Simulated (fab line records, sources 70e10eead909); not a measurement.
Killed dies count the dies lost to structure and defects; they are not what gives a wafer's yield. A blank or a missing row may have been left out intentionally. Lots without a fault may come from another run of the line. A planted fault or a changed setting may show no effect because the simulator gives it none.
The tool behind it: which one?	flow nand_harc	Sampling: 13 lots, 39 wafers, 6 of 1159 route steps

## WHAT THE GAUGES READ, wafer by wafer
NHARC_P_GATE_CD_MEAS_11: the cd target is 1640 nm. Usual: cd_nm reads 1640.2 nm (standard deviation 2.3).
lot	measured	on	cd_nm (nm)	flag
L474	day 4 04:34	cd_sem-02	1636.5 1640.3 1636.6	
L473	day 4 04:44	cd_sem-03	1638.0 1640.9 1637.5	
L476	day 4 18:04	cd_sem-03	1640.3 1639.1 1639.6	
L481	day 6 07:29	cd_sem-02	1640.6 1641.1 1641.2	
L487	day 7 10:12	cd_sem-02	1642.9 1638.3 1641.2	
L486	day 7 10:14	cd_sem-01	1644.6 1644.6 1644.9	
L488	day 7 10:19	cd_sem-01	1641.2 1637.9 1640.7	
L489	day 8 00:16	cd_sem-02	1636.5 1638.6 1636.0	
L490	day 8 06:32	cd_sem-03	1644.6 1645.5 1644.5	
L492	day 8 18:46	cd_sem-01	1640.8 1641.1 1637.5	
L491	day 8 18:48	cd_sem-02	1638.6 1639.4 1638.8	
L494	day 9 10:58	cd_sem-02	1641.8 1644.4 1641.8	
L496	day 9 21:04	cd_sem-01	1642.4 1639.6 1644.5	

NHARC_P_GATE_CD_MEAS_46: the cd target is 720 nm. Usual: cd_nm reads 718.2 nm (standard deviation 2.1).
lot	measured	on	cd_nm (nm)	flag
L474	day 5 08:31	cd_sem-02	716.3 720.9 714.0	
L473	day 5 08:40	cd_sem-03	715.7 716.9 713.6	
L476	day 5 21:13	cd_sem-01	- - -	OFF
L481	day 7 11:16	cd_sem-03	723.6 719.6 721.5	
L487	day 8 21:03	cd_sem-01	714.7 715.5 717.4	
L486	day 8 20:28	cd_sem-01	720.2 719.5 717.2	
L488	day 8 14:34	cd_sem-03	718.2 717.7 717.4	
L489	day 9 04:03	cd_sem-02	719.0 719.1 718.3	
L490	day 9 10:02	cd_sem-01	716.8 716.9 715.5	
L492	day 9 21:50	cd_sem-03	717.8 717.6 716.1	
L491	day 9 20:11	cd_sem-03	717.7 718.0 719.3	
L494	day 10 12:18	cd_sem-02	717.9 718.9 720.1	
L496	day 11 03:06	cd_sem-02	717.2 717.8 716.5	

NHARC_END_SORT_01. Usual: killed_at_array 27, standard deviation 10; killed_at_other 0.6, standard deviation 0.96; killed_at_periphery 3.4, standard deviation 2.7; killed_dies 31, standard deviation 10; killed_open 2.9, standard deviation 1.8; killed_short 1.8, standard deviation 1.4.
lot	measured	on	killed_at_array	killed_at_other	killed_at_periphery	killed_dies	killed_open	killed_short	flag
L476	day 19 18:20	prober-01	31 25 33	0 1 0	646 651 644	677 677 677	1 1 4	3 2 4	OFF
L486	day 22 14:59	prober-01	19	1	2	22	3	1	

## WHICH TOOL RAN EACH LOT (tool, then ch and the chambers of the sampled wafers, then the start)
lot	NHARC_P_GATE_EXPOSE_43	NHARC_P_GATE_STRIP_111	NHARC_P_GATE_STRIP_76
L474	krf_scanner-02 ch 0, day 5 08:22	plasma_asher-02 ch 0,1, day 5 09:14	plasma_asher-02 ch 0,1, day 5 11:46
L473	krf_scanner-04 ch 0, day 5 08:31	plasma_asher-02 ch 0,1, day 5 09:34	plasma_asher-02 ch 0,1, day 5 12:23
L476	krf_scanner-02 ch 0, day 5 21:04	plasma_asher-02 ch 0,1, day 5 21:49	plasma_asher-02 ch 0,1, day 5 23:50
L481	krf_scanner-01 ch 0, day 7 11:07	plasma_asher-01 ch 1, day 7 11:48	plasma_asher-02 ch 0,1, day 7 13:42
L487	krf_scanner-02 ch 0, day 8 20:54	plasma_asher-01 ch 0,1, day 8 23:16	plasma_asher-01 ch 1, day 9 01:17
L486	krf_scanner-04 ch 0, day 8 20:20	plasma_asher-01 ch 0,1, day 8 22:43	plasma_asher-01 ch 0,1, day 9 00:45
L488	krf_scanner-02 ch 0, day 8 14:24	plasma_asher-02 ch 0,1, day 8 15:05	plasma_asher-01 ch 1, day 8 18:00
L489	krf_scanner-01 ch 0, day 9 03:54	plasma_asher-01 ch 0,1, day 9 05:04	plasma_asher-01 ch 0,1, day 9 06:57
L490	krf_scanner-02 ch 0, day 9 09:52	plasma_asher-01 ch 0,1, day 9 10:59	plasma_asher-01 ch 0,1, day 9 13:03
L492	krf_scanner-04 ch 0, day 9 21:41	plasma_asher-02 ch 0,1, day 9 22:28	plasma_asher-02 ch 0,1, day 10 00:31
L491	krf_scanner-04 ch 0, day 9 20:02	plasma_asher-02 ch 0,1, day 9 20:49	plasma_asher-01 ch 0,1, day 9 22:44
L494	krf_scanner-02 ch 0, day 10 12:09	plasma_asher-02 ch 1, day 10 12:50	plasma_asher-02 ch 0,1, day 10 14:50
L496	krf_scanner-04 ch 0, day 11 02:56	plasma_asher-01 ch 0,1, day 11 03:42	plasma_asher-02 ch 0,1, day 11 05:40
- NHARC_P_GATE_EXPOSE_43: exposes mask P NSD, target cd 720 nm.
- NHARC_P_GATE_STRIP_111: strips in N2/H2, time 250 s.
- NHARC_P_GATE_STRIP_76: strips in O2.

## WHAT THE TOOLS THEMSELVES READ (means of the sampled wafers that have a number; where no wafer has one, the mark that the record gives instead)
NHARC_P_GATE_STRIP_111. Usual: drypump_motor_current_A 5.62 A, standard deviation 0.28; heater_power_w 95 W, standard deviation 12.
lot	tool	drypump_motor_current_A (A)	heater_power_w (W)	flag
L474	plasma_asher-02	5.79	93	
L473	plasma_asher-02	5.56	102	
L476	plasma_asher-02	5.79	93	
L481	plasma_asher-01	5.33	80	
L487	plasma_asher-01	5.51	90	
L486	plasma_asher-01	5.63	100	
L488	plasma_asher-02	5.57	101	
L489	plasma_asher-01	5.50	90	
L490	plasma_asher-01	5.63	97	
L492	plasma_asher-02	5.55	98	
L491	plasma_asher-02	5.56	99	
L494	plasma_asher-02	6.01	81	
L496	plasma_asher-01	5.61	98	

NHARC_P_GATE_STRIP_76. Usual: drypump_motor_current_A 5.60 A, standard deviation 0.26; heater_power_w 353 W, standard deviation 48.
lot	tool	drypump_motor_current_A (A)	heater_power_w (W)	flag
L474	plasma_asher-02	5.79	349	
L473	plasma_asher-02	5.56	378	
L476	plasma_asher-02	5.79	348	
L481	plasma_asher-02	5.80	344	
L487	plasma_asher-01	5.35	301	
L486	plasma_asher-01	5.61	371	
L488	plasma_asher-01	5.39	299	
L489	plasma_asher-01	5.62	368	
L490	plasma_asher-01	5.59	371	
L492	plasma_asher-02	5.57	365	
L491	plasma_asher-01	5.61	370	
L494	plasma_asher-02	5.78	336	
L496	plasma_asher-02	5.57	364	

## THE ANSWER, worked out from the rows above alone
Rule: a lot counts as off when the mean over its wafers that have a number is more than 3 standard deviations away from the usual mean. A lot without any number at a reading at which 4 lots or more have one is off too. All remaining lots with rows at the step are treated as sound. After the gauges, taken in route order, come the tools' own readings; for these a lot's mean is taken, as printed above. At the first step where some lot is off, the reading lying furthest off is the one used; lots without a number count as furthest.
Off: L476, at NHARC_P_GATE_CD_MEAS_46 (cd_nm). Without a number there: L476.
If a tool, at a process step before that reading, ran all the lots that are off and no sound lot after the first of them, it fits. Not tried: the gauges at NHARC_P_GATE_CD_MEAS_46; whatever is off there is also off at NHARC_END_SORT_01, on other tools, and gauge error can't account for it. Of those tried, none fits.

## WHAT HAD BEEN PUT IN BY THE SIMULATOR
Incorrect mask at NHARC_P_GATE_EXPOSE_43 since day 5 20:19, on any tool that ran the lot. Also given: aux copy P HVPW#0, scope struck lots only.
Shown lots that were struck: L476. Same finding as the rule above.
